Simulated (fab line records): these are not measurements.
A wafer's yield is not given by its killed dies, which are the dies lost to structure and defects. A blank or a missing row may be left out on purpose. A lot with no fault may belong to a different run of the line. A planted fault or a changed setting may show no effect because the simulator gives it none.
fab line records    flow nand_harc
record lots=5  wafers=14  last_day=32
route steps=1302 shown A_SGD_CUT@912 A_SLIT@922 A_SIN_REMOVE@947 A_WL_FILL@952 END@1302
lots that met no fault: from a run of the same line without faults
start_h: hours from the record's first day to the start of the lot's first wafer shown    wait_h: how many hours have passed since the lot's step before this one    " same as the row above    L1.1+2: a single row standing in for several wafers    - no value present, or no start provided    * or withheld: withheld    < > ~ a bound
route shown NAME@n: names a module that has steps shown in the file, with the first one's number in the route    usual: mean and standard deviation over wafers with no fault    same: alike in all rows    chamber/n: place in a boat    sites: the reading at each site    _std_site: the values' standard deviation    _edge_site: outer sites' mean less inner sites'    radius_mm: for every site, how far away it sits from the centre of the wafer    mask NAME#n: copy n    behind: the tool/chamber that last shaped the wafer    hold: the reason the lot was held/the length of the hold in hours/how it ended    device: names the non-switching transistor (n, p or np)    end of line: tests of these same wafers at the route's end    where a step has no rows: the recipe by itself    killed: not the wafer's yield, but the dies lost to structure and defects at the first sort    map: a wafer's dies, x killed, . not, _ none there
set.NAME: the setting that was run; set.NAME@STEP: the one run at that earlier step    model.NAME: the simulator's own value behind a step, which no gauge read
certain route steps with their lots: each step a table, each wafer a row
services: from which hour (start_h, from the record's first day; less than 0 if before it) a tool's chamber was out of use, for how many hours, and why
## steps
# step NHARC_A_SGD_CUT_SRD_19
# step NHARC_A_SGD_CUT_DEP_20
# recipe target_thk_a=1500  temp_c=65  material=SiO2
# step NHARC_A_SGD_CUT_ANNEAL_27
# recipe temp_c=450  time_s=1800
# step NHARC_A_SGD_CUT_CMP_21
# recipe target_thk_nm=148.19
# usual motor_current_A=12.5/1.4  time_to_endpoint_s=50/4.5
lot.wafer  tool    chamber  start_h  wait_h  motor_current_A  time_to_endpoint_s
L351.3     cmp-03  1        461.54   0.4     14.6             53
L351.4     "       3        "        "       10.2             47
L351.1     "       0        "        "       12.8             50
L355.4     cmp-01  1        483.55   0.7     11.1             45
L355.6     "       3        "        "       14.8             50
L355.5     "       0        "        "       11.5             41
L361.3     cmp-03  0        562.24   0.4     13.0             52
L361.6     "       3        "        "       11.0             50
L361.5     "       0        "        "       12.8             50
L364.3     cmp-01  1        596.00   0.4     10.9             52
L364.6     "       3        "        "       14.6             53
L368.2     cmp-03  3        637.51   0.4     10.2             49
L368.1     "       1        "        "       15.1             59
L368.3     "       2        "        "       12.8             51
# step NHARC_A_SGD_CUT_THK_MEAS_22
# recipe thk_meas_gauge=ellipsometry
# usual thk_nm=148.3/1.7
lot.wafer  tool           chamber  start_h  wait_h  thk_nm
L351.1     film_metro-02  -        461.79   0.2     147.0
L351.3     "              -        "        "       149.5
L351.4     "              -        "        "       146.6
L355.4     film_metro-02  -        483.76   0.2     148.4
L355.5     "              -        "        "       150.1
L355.6     "              -        "        "       147.2
L361.3     film_metro-02  -        562.48   0.2     149.0
L361.5     "              -        "        "       149.6
L361.6     "              -        "        "       149.3
L364.3     film_metro-01  -        596.19   0.2     146.0
L364.6     "              -        "        "       149.6
L368.1     film_metro-02  -        637.77   0.2     152.1
L368.2     "              -        "        "       149.1
L368.3     "              -        "        "       148.4
# step NHARC_A_SGD_CUT_SRD_23
# step NHARC_A_SGD_CUT_ETCH_26
# recipe target_depth_a=458  chemistry=dHF  material=SiO2
# step NHARC_A_SGD_CUT_ETCHBACK_24
# recipe target_depth_a=500  over_etch_frac=0.3  time_s=92.857  ion_energy_ev=120  ch3f_flow_sccm=50  o2_flow_sccm=30  ar_flow_sccm=200  rf_w=500  bias_w=100  chemistry=CH3F/O2
# step NHARC_A_SGD_CUT_STRIP_28
# recipe time_s=20  o2_flow_sccm=500  ar_flow_sccm=0  bias_w=0  chemistry=O2
# step NHARC_A_SGD_CUT_INSPECT_25
# usual raw_defect_count=366/81
lot.wafer  tool               chamber  start_h  wait_h  raw_defect_count
L351.1     defect_inspect-01  -        462.29   -       518
L351.3     "                  -        "        "       416
L351.4     "                  -        "        "       338
L355.4     defect_inspect-02  -        484.24   -       464
L355.5     "                  -        "        "       377
L355.6     "                  -        "        "       430
L361.3     defect_inspect-01  -        562.95   -       267
L361.5     "                  -        "        "       301
L361.6     "                  -        "        "       274
L364.3     defect_inspect-01  -        596.66   -       375
L364.6     "                  -        "        "       257
L368.1     defect_inspect-02  -        638.38   -       338
L368.2     "                  -        "        "       276
L368.3     "                  -        "        "       293
# step NHARC_A_SLIT_DEP_25
# recipe target_thk_a=2000  temp_c=400  pressure_torr=6.5  rf_w=900  teos_flow_sccm=161.4  flow_sccm=2650  target_thk_nm=200  gas=O2  material=SiO2
# step NHARC_A_SLIT_DEP_00
# recipe target_thk_a=62000  temp_c=400  material=aC
# step NHARC_A_SLIT_DEP_23
# recipe target_thk_a=1000  target_thk_nm=100  temp_c=400  pressure_torr=3.5  flow_sccm=200  rf_w=350  material=SiON
# usual heater_power_outer_w=445/63  heater_power_w=737/85  rf_fwd_power_W=348.6/1.1
lot.wafer  tool      chamber  start_h  wait_h  heater_power_outer_w  heater_power_w  rf_fwd_power_W
L351.1     pecvd-03  1        466.72   3.2     473                   796             349.1
L351.3     "         2        "        "       418                   689             347.6
L351.4     "         1        "        "       476                   792             347.6
L355.5     pecvd-02  1        494.00   0.7     495                   821             349.2
L355.4     "         2        "        "       468                   747             350.1
L355.6     "         0        "        "       496                   797             349.7
L361.3     pecvd-01  0        570.43   2.0     531                   891             346.3
L361.6     "         2        "        "       376                   655             348.7
L361.5     "         0        "        "       548                   888             348.0
L364.3     pecvd-03  1        603.86   1.9     448                   763             349.3
L364.6     "         1        "        "       465                   754             348.7
L368.2     pecvd-02  0        644.08   2.5     487                   805             348.7
L368.1     "         1        "        "       382                   686             347.9
L368.3     "         2        "        "       472                   773             347.8
# step NHARC_A_SLIT_DEHYDRATE_01
# recipe temp_c=150  time_s=120
# step NHARC_A_SLIT_HMDS_02
# recipe time_s=30
# step NHARC_A_SLIT_COAT_03
# recipe spin_rpm=1500  resist_thk_nm=90
# step NHARC_A_SLIT_SOFTBAKE_04
# recipe temp_c=105  time_s=55
# step NHARC_A_SLIT_EBR_05
# step NHARC_A_SLIT_EXPOSE_06
# recipe na=1.35  dose_mj=60.82  mask_id=SLIT
# step NHARC_A_SLIT_PEB_07
# recipe peb_temp_c=100  peb_time_s=65
# step NHARC_A_SLIT_DEVELOP_08
# recipe develop_time_s=35  dev_temp_c=23
# step NHARC_A_SLIT_CD_MEAS_09
# recipe target_cd_nm=300  landing_energy_ev=500
# usual cd_nm=300.1/0.72
lot.wafer  tool       chamber  start_h  wait_h  cd_nm
L351.1     cd_sem-03  0        467.45   -       300.0
L351.3     "          0        "        "       299.9
L351.4     "          0        "        "       300.6
L355.4     cd_sem-03  0        494.47   -       300.5
L355.5     "          0        "        "       300.0
L355.6     "          0        "        "       301.3
L361.3     cd_sem-02  0        571.22   -       298.8
L361.5     "          0        "        "       298.7
L361.6     "          0        "        "       299.5
L364.3     cd_sem-02  0        604.55   -       300.1
L364.6     "          0        "        "       299.5
L368.1     cd_sem-01  0        644.76   -       301.2
L368.2     "          0        "        "       301.0
L368.3     "          0        "        "       301.5
# step NHARC_A_SLIT_OVL_MEAS_10
# usual overlay_x_nm=-0.1/0.97  overlay_y_nm=-0.1/0.97
lot.wafer  tool        chamber  start_h  wait_h  overlay_x_nm  overlay_y_nm
L351.1     overlay-02  -        467.54   -       0.7           1.0
L351.3     "           -        "        "       0.9           0.6
L351.4     "           -        "        "       0.9           0.6
L355.4     overlay-02  -        494.56   -       -1.0          1.3
L355.5     "           -        "        "       -1.5          1.0
L355.6     "           -        "        "       -1.3          1.1
L361.3     overlay-02  -        571.30   -       -0.3          0.5
L361.5     "           -        "        "       -0.5          -0.1
L361.6     "           -        "        "       0.0           -0.5
L364.3     overlay-02  -        604.63   -       0.9           -0.7
L364.6     "           -        "        "       0.8           -0.2
L368.1     overlay-02  -        644.85   -       0.6           2.1
L368.2     "           -        "        "       -0.3          1.5
L368.3     "           -        "        "       -0.1          1.8
# step NHARC_A_SLIT_INSPECT_11
# usual raw_defect_count=59/35
lot.wafer  tool               chamber  start_h  wait_h  raw_defect_count
L351.1     defect_inspect-01  -        467.57   0.0     100
L351.3     "                  -        "        "       124
L351.4     "                  -        "        "       118
L355.4     defect_inspect-02  -        494.59   0.0     24
L355.5     "                  -        "        "       30
L355.6     "                  -        "        "       21
L361.3     defect_inspect-01  -        571.34   0.0     71
L361.5     "                  -        "        "       66
L361.6     "                  -        "        "       76
L364.3     defect_inspect-02  -        604.67   0.0     74
L364.6     "                  -        "        "       49
L368.1     defect_inspect-02  -        644.89   0.0     81
L368.2     "                  -        "        "       84
L368.3     "                  -        "        "       101
# step NHARC_A_SLIT_DESCUM_14
# recipe time_s=3  o2_flow_sccm=200  ar_flow_sccm=0  bias_power_w=0  chemistry=O2
# step NHARC_A_SLIT_ETCH_24
# recipe target_depth_a=1210  time_s=60.5  cf4_flow_sccm=100  chf3_flow_sccm=30  ar_flow_sccm=0  rf_w=500  bias_w=200  chemistry=CF4/CHF3
# usual drypump_motor_current_A=5.8/0.46  oes_product_au=0.964/0.02  rf_fwd_power_W=495.1/2.2  rf_vpp_V=369.8/2.2  showerhead_plenum_p_Torr=1.55/0.06  throttle_valve_pct=16.801/0.0091
lot.wafer  tool         chamber  start_h  wait_h  drypump_motor_current_A  oes_product_au  rf_fwd_power_W  rf_hours_counter_h  rf_vpp_V  showerhead_plenum_p_Torr  throttle_valve_pct
L351.1     rie_diel-07  2        468.36   0.7     5.1                      0.950           496.1           9.8                 371.6     1.66                      16.805
L351.4     "            3        "        "       6.5                      0.944           493.7           8.8                 369.2     1.51                      16.789
L351.3     "            0        "        "       5.2                      0.961           496.7           9.4                 366.8     1.48                      16.789
L355.4     rie_diel-11  2        494.76   0.1     5.9                      0.971           495.4           2.0                 369.0     1.52                      16.784
L355.5     "            3        "        "       5.6                      0.988           495.3           -                   369.6     1.54                      16.797
L355.6     "            0        "        "       6.0                      0.989           496.7           -                   372.2     1.62                      16.799
L361.3     rie_diel-11  2        571.49   0.1     5.9                      0.937           500.2           7.2                 368.4     1.52                      16.797
L361.5     "            2        "        "       5.9                      0.941           498.0           -                   369.7     1.52                      16.798
L361.6     "            3        "        "       5.6                      0.933           494.6           -                   369.7     1.54                      16.794
L364.3     rie_diel-11  0        604.81   0.1     5.9                      0.956           497.9           7.1                 372.0     1.62                      16.796
L364.6     "            1        "        "       6.2                      0.985           491.2           -                   368.8     1.51                      16.789
L368.2     rie_diel-01  3        645.04   0.1     5.3                      0.945           492.4           3.9                 372.4     1.65                      16.803
L368.1     "            0        "        "       5.8                      0.960           497.7           2.3                 370.9     1.60                      16.802
L368.3     "            1        "        "       6.2                      0.965           492.4           3.3                 367.1     1.51                      16.800
# step NHARC_A_SLIT_ETCH_15
# recipe target_depth_a=62000  over_etch_frac=0.3  time_s=1612  ion_energy_ev=150  o2_flow_sccm=400  cos_flow_sccm=20  ar_flow_sccm=0  rf_w=500  bias_w=300  chemistry=O2/COS
# usual drypump_motor_current_A=5.8/0.47  oes_product_au=1.001/0.013  rf_fwd_power_W=499.7/1.4  rf_vpp_V=313.6/1.8  showerhead_plenum_p_Torr=3.08/0.12  throttle_valve_pct=28.330/0.0088
lot.wafer  tool         chamber  start_h  wait_h  drypump_motor_current_A  oes_product_au  rf_fwd_power_W  rf_hours_counter_h  rf_vpp_V  showerhead_plenum_p_Torr  throttle_valve_pct
L351.3     rie_diel-07  3        -        -       6.5                      0.988           499.2           9.0                 312.1     3.00                      28.329
L351.4     "            0        "        "       5.3                      0.996           501.6           9.7                 312.6     2.94                      28.316
L351.1     "            1        "        "       6.3                      0.990           498.7           10.8                311.4     2.98                      28.324
L355.4     rie_diel-11  3        -        -       5.6                      1.015           499.4           2.1                 313.5     3.06                      28.333
L355.6     "            2        "        "       5.9                      1.004           498.5           -                   314.0     3.01                      28.327
L355.5     "            3        "        "       5.6                      1.011           499.4           -                   313.5     3.06                      28.343
L361.3     rie_diel-11  1        -        -       6.2                      1.004           500.5           6.3                 312.8     2.99                      28.350
L361.6     "            1        "        "       6.3                      1.000           501.0           -                   313.5     2.99                      28.348
L361.5     "            2        "        "       5.9                      1.004           502.7           -                   312.8     3.01                      28.337
L364.3     rie_diel-11  2        -        -       5.9                      1.006           497.8           9.4                 311.8     3.01                      28.323
L364.6     "            0        "        "       6.0                      0.990           498.3           -                   315.6     3.21                      28.327
L368.3     rie_diel-01  1        -        -       6.2                      0.999           499.2           3.5                 311.7     2.99                      28.317
L368.2     "            2        "        "       5.3                      1.009           498.5           4.2                 311.7     3.01                      28.336
L368.1     "            0        "        "       5.9                      1.008           499.9           2.5                 315.6     3.18                      28.321
# step NHARC_A_SLIT_ETCH_17
# recipe bias_v=900  source_w=withheld  pressure_mtorr=20  ar_flow_sccm=375  c4f8_flow_sccm=83.3  o2_flow_sccm=41.7  time_s=4254.5  target_depth_a=2.03e+05  chemistry=C4F8/O2/Ar
# usual drypump_motor_current_A=5.74/0.25  oes_air_line_au=1.001/0.021  showerhead_plenum_p_Torr=3.59/0.064  throttle_valve_pct=32.046/0.0084
lot.wafer  tool         chamber  start_h  wait_h  drypump_motor_current_A  oes_air_line_au  rf_hours_counter_h  showerhead_plenum_p_Torr  throttle_valve_pct
L351.1     har_etch-02  0        472.41   -       6.06                     1.030            39                  3.60                      32.059
L351.4     "            0        473.62   -       6.06                     1.013            -                   3.60                      32.048
L351.3     "            1        "        "       5.77                     0.974            -                   3.69                      32.048
L355.4     har_etch-02  0        497.42   -       6.01                     1.026            -                   3.59                      32.032
L355.5     "            0        498.61   -       6.03                     0.999            -                   3.59                      32.045
L355.6     "            1        "        "       5.80                     1.019            -                   3.68                      32.050
L361.3     har_etch-01  0        574.45   -       5.34                     1.016            -                   3.49                      32.043
L361.6     "            1        "        "       5.67                     0.993            -                   3.61                      32.041
L361.5     "            0        "        "       5.34                     1.010            -                   3.49                      32.029
L364.3     har_etch-02  1        610.98   -       5.74                     1.004            -                   3.65                      32.031
L364.6     "            0        "        "       6.03                     0.999            -                   3.56                      32.045
L368.1     har_etch-02  1        646.21   -       5.77                     0.971            142                 3.64                      32.045
L368.2     "            0        "        "       6.03                     1.025            142                 3.55                      32.042
L368.3     "            0        648.06   -       6.04                     1.026            -                   3.55                      32.048
# step NHARC_A_SLIT_ETCH_26
# recipe bias_v=400  source_w=2000  pressure_mtorr=25  time_s=90  ar_flow_sccm=375  c4f8_flow_sccm=41.7  o2_flow_sccm=83.3  target_depth_a=4000  chemistry=C4F8/O2/Ar
# step NHARC_A_SLIT_STRIP_28
# recipe o2_flow_sccm=400  cos_flow_sccm=20  ar_flow_sccm=0  bias_w=0  chemistry=O2/COS
# step NHARC_A_SLIT_ETCH_29
# recipe target_depth_a=1000  overetch_a=100  time_s=55  ion_energy_ev=100  cf4_flow_sccm=80  o2_flow_sccm=20  ar_flow_sccm=0  rf_w=300  bias_w=100  chemistry=CF4/O2
# step NHARC_A_SLIT_STRIP_18
# recipe o2_flow_sccm=500  ar_flow_sccm=0  bias_w=0  chemistry=O2
# step NHARC_A_SLIT_PRECLEAN_19
# recipe time_s=*  temp_c=50  bath_age_min=0  chemistry=SC1
# step NHARC_A_SLIT_SRD_20
# step NHARC_A_SLIT_CD_MEAS_21
# usual cd_nm=289.9/0.91
lot.wafer  tool       chamber  start_h  wait_h  cd_nm
L351.1     cd_sem-02  -        477.48   -       289.9
L351.3     "          -        "        "       290.2
L351.4     "          -        "        "       290.4
L355.4     cd_sem-03  -        501.24   -       290.2
L355.5     "          -        "        "       289.0
L355.6     "          -        "        "       289.7
L361.3     cd_sem-02  -        577.67   -       290.1
L361.5     "          -        "        "       290.7
L361.6     "          -        "        "       290.5
L364.3     cd_sem-01  -        614.20   -       291.7
L364.6     "          -        "        "       291.0
L368.1     cd_sem-01  -        651.33   -       287.8
L368.2     "          -        "        "       289.4
L368.3     "          -        "        "       289.7
# step NHARC_A_SIN_REMOVE_WET_00
# recipe temp_c=160  time_s=15300  chemistry=H3PO4
# step NHARC_A_SIN_REMOVE_PRECLEAN_01
# recipe time_s=*  temp_c=50  bath_age_min=0  chemistry=SC1
# step NHARC_A_SIN_REMOVE_SRD_02
# step NHARC_A_SIN_REMOVE_INSPECT_04
# usual raw_defect_count=370/84
lot.wafer  tool               chamber  start_h  wait_h  raw_defect_count
L351.1     defect_inspect-02  -        484.04   0.1     378
L351.3     "                  -        "        "       373
L351.4     "                  -        "        "       311
L355.4     defect_inspect-01  -        507.81   0.0     465
L355.5     "                  -        "        "       364
L355.6     "                  -        "        "       449
L361.3     defect_inspect-01  -        584.17   0.0     305
L361.5     "                  -        "        "       337
L361.6     "                  -        "        "       296
L364.3     defect_inspect-02  -        620.85   0.0     356
L364.6     "                  -        "        "       275
L368.1     defect_inspect-02  -        657.11   0.0     334
L368.2     "                  -        "        "       295
L368.3     "                  -        "        "       323
# step NHARC_A_WL_FILL_ALD_00
# recipe target_thk_a=30  pulse_time_s=3  ald_cycles=30  temp_c=300  material=Al2O3
# step NHARC_A_WL_FILL_RTA_01
# recipe temp_c=1000  time_s=5
# usual lamp_power_pct=28.7/1.7  lamp_zone_1_pct=28.7/1.7  lamp_zone_7_pct=29.2/1.7  wafer_temp_C_max=1005.7/1.1
lot.wafer  tool           chamber  start_h  wait_h  lamp_power_pct  lamp_zone_1_pct  lamp_zone_7_pct  wafer_temp_C_max
L351.1     rtp_anneal-02  0        484.36   -       30.7            30.7             31.2             1006.3
L351.3     "              0        "        "       30.7            30.7             31.2             1005.3
L351.4     "              0        "        "       30.7            30.7             31.2             1004.4
L355.4     rtp_anneal-01  0        508.22   -       27.2            27.3             27.7             1005.4
L355.5     "              0        "        "       27.2            27.2             27.7             1005.3
L355.6     "              0        "        "       27.3            27.2             27.7             1006.4
L361.3     rtp_anneal-02  0        584.57   -       30.7            30.7             31.2             1004.8
L361.5     "              0        "        "       30.7            30.7             31.3             1006.6
L361.6     "              0        "        "       30.7            30.7             31.2             1006.5
L364.3     rtp_anneal-01  0        621.28   -       27.2            27.3             27.7             1006.8
L364.6     "              0        "        "       27.3            27.3             27.7             1006.4
L368.1     rtp_anneal-01  0        659.76   -       27.3            27.3             27.7             1005.1
L368.2     "              0        "        "       27.3            27.3             27.7             1004.9
L368.3     "              0        "        "       27.3            27.3             27.6             1004.6
# step NHARC_END_SORT_01
# recipe temp_c=25
# usual killed_at_array=61/24  killed_at_other=1.2/1.3  killed_at_periphery=3.7/2.6  killed_dies=66/23  killed_open=3.3/1.8  killed_short=2.4/1.6
# same gross_dies=677
lot.wafer  tool       chamber  start_h  wait_h  killed_at_array  killed_at_other  killed_at_periphery  killed_dies  killed_open  killed_short
L364.6     prober-01  0        720.56   4.0     270              1                2                    273          4            3
# killed by level:class
L364.6 A_SLIT:area_dep=225 A_CHANNEL_HOLE_D1:chamber_film_flake=26 A_CONTACT:chamber_film_flake=5 A_SLIT:chamber_film_flake=4 A_CHANNEL_FILL_D1:geometric_particle:open=2 A_STAIRCASE:chamber_film_flake=2 P_GATE:geometric_particle:open=1 P_GATE:geometric_particle:short=1
# map L364.6 (x killed, . not)
____________.____________
_________......._________
_______..........._______
______....x........______
_____.......x......x_____
____x..x........x....____
____......x.x..x.....____
___.....xx...x.x......___
___.....xxx...x.....x.___
__...xx.xxxxxx..x......__
__.....xxxxx..x.xx.....__
_....xxxxxxxxxxxx.x....._
_.....xxxxxxxxxxxxxxx..._
_..x.xxxxxxxxxxx.x.xx..._
_....xxxxxxx.xxxxx......_
_.....x..xxxxxxxxxx.xx.._
.........xxxxxxxx.x......
......xx.xx.xxxxx.xxxx...
.....xx.xxxxxxxxxxxxx....
...x.xxxxxxxxxxxx.xxx....
....x.xxxxxxx.xxxxx......
_....x.xxxxxxxxxxxxx...._
_....x.xxxxxxxx.x.xxx..._
_....xxxxxxxxxxxxxxx...._
_.....xx..xxxxxxxxxxxx.._
_....xx.x.xxxxxxxx..x..._
__...xxx.xxxxxxxx...x..__
__..x.....xxxxx........__
___.....xxxx.xx...x...___
___.....x.xx.x..xx....___
____......x....x.....____
____..x...x..........____
_____..............._____
______.............______
_______..........._______
_________.x....._________
____________.____________
# map L351.4 (x killed, . not)
____________.____________
_________......._________
_______..........._______
______.............______
_____..x............_____
____.................____
____...x...x.........____
___.....x....x........___
___....x.x............___
__.....xxx.x...........__
__....xxxxxx.x.........__
_......xxxx..x......x..._
_.....xxxxxxx..........._
_.......xx..x..........._
_.......xx.............._
_.......xxx............._
......x..................
.........................
.........................
.........................
.........................
_.......x..............._
_......................._
_......x...........x...._
_............x..x......._
_.............x.x......._
__x.......x.xx.x..xx...__
__...........xxxx.x....__
___.x..........xxxx...___
___...........xxxxx...___
____.x........xxxx..x____
____...........x.x...____
_____........x.xxx.x_____
______.............______
_______....x...x.._______
_________x......_________
____________.____________
## services
tool           chamber  start_h  hours  kind
rie_diel-07    2        448.62   4.6    repair
cmp-03         -        456.14   4.0    pm
rie_diel-11    -        462.45   9.0    pm
rie_diel-07    -        471.21   9.0    pm
cmp-01         -        479.50   4.0    pm
rtp_anneal-01  -        483.05   3.6    repair
pecvd-03       -        486.06   0.6    repair
rie_diel-07    -        495.83   0.4    repair
rie_diel-07    2        498.78   3.8    repair
rie_diel-11    1        525.78   7.0    repair
cmp-01         -        526.01   2.2    repair
pecvd-03       -        543.57   1.9    repair
pecvd-03       -        547.05   13.0   pm
cmp-03         -        554.14   4.0    pm
cmp-01         -        556.03   4.0    repair
rie_diel-01    -        557.96   9.0    pm
pecvd-02       -        589.14   13.0   pm
rie_diel-11    3        594.46   1.5    repair
cmp-03         -        596.21   0.8    repair
rie_diel-01    0        600.57   6.8    repair
rie_diel-11    -        639.45   9.0    pm
rie_diel-07    -        648.21   9.0    pm
rie_diel-11    2        651.28   4.5    repair
cmp-03         -        652.14   4.0    pm
## key
first_sign step=NHARC_END_SORT_01  reading=killed_dies  direction=up  sigmas=9  usual=66  struck=273
effect step=NHARC_END_SORT_01  reading=killed_at_array  direction=up  sigmas=8.8  usual=61  struck=270
more_kills_born_at NHARC_A_SLIT_DEP_23@pecvd-03=225
met_at NHARC_A_SLIT_DEP_23
struck_wafers L364.6
tester_left_out L364
onset_between 466.72 603.86
fault kind=process_parameter_drift  tool=pecvd-03  chamber=-  onset_h=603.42  steps=NHARC_A_SLIT_DEP_23  channel=target_thk_a  offset=*  shape=step  end_h=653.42  scope=struck_wafers_only  acts_in=*  stated=*
# tester_left_out: of these lots the tester's yield and bins aren't shown, on N5 and GAA mostly nor the transistor test; their killed dies are dies lost to structure and defects alone, not to doping, threshold or leakage, so they don't give the yield
